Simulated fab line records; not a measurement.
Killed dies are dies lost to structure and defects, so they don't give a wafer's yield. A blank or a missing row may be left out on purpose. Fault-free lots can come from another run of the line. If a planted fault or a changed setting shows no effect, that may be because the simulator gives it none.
Matching of chambers	flow n5_finfet	N5_HKMG_FIN_STRIP_57 on rie_diel-04 has 4 sister chambers
The step strips in CF4. 8 wafers are shown with their chamber, then 10 later ones without.

== WAFERS WITH THEIR CHAMBER ==
wafer	chamber	drypump_motor_current_A (A)	throttle_valve_pct (%)
L082.6	1	6.3	13.35
L083.1	2	5.7	13.45
L083.3	0	5.1	13.96
L083.4	1	6.3	13.36
L083.5	3	5.6	13.72
L083.6	2	5.7	13.45
L086.3	3	5.7	13.75
L086.5	0	5.1	13.94

== WAFERS WHOSE CHAMBER IS MISSING ==
wafer	drypump_motor_current_A (A)	throttle_valve_pct (%)
L086.6	5.6	13.74
L088.1	6.3	13.37
L088.5	5.2	13.96
L088.6	5.6	13.75
L090.2	5.7	13.77
L090.3	6.3	13.39
L090.6	6.3	13.39
L093.1	6.2	13.40
L093.3	5.1	13.98
L093.6	5.6	13.79

== WHICH CHAMBER EACH ONE RAN IN ==
wafer	from the rows above	in truth
L086.6	3	3
L088.1	1	1
L088.5	0	0
L088.6	3	3
L090.2	3	3
L090.3	1	1
L090.6	1	1
L093.1	1	1
L093.3	0	0
L093.6	3	3
10 of 10 placed correctly. From these rows, 0 cannot be placed. Number placed wrongly: 0.
How it was worked out, from the rows above alone: a wafer's distance from a chamber is the root of the sum, over the readings, of the square of ((its reading less the chamber's mean) divided by the reading's scatter). The wafer belongs to the nearest chamber; if the next one is less than 2 further off, it can't be placed. For every chamber, the mean is computed from those of its wafers that are shown. The scatter: take each reading less its chamber's mean, square it, sum over the shown wafers, divide by the number of wafers less the number of chambers, and take the root.
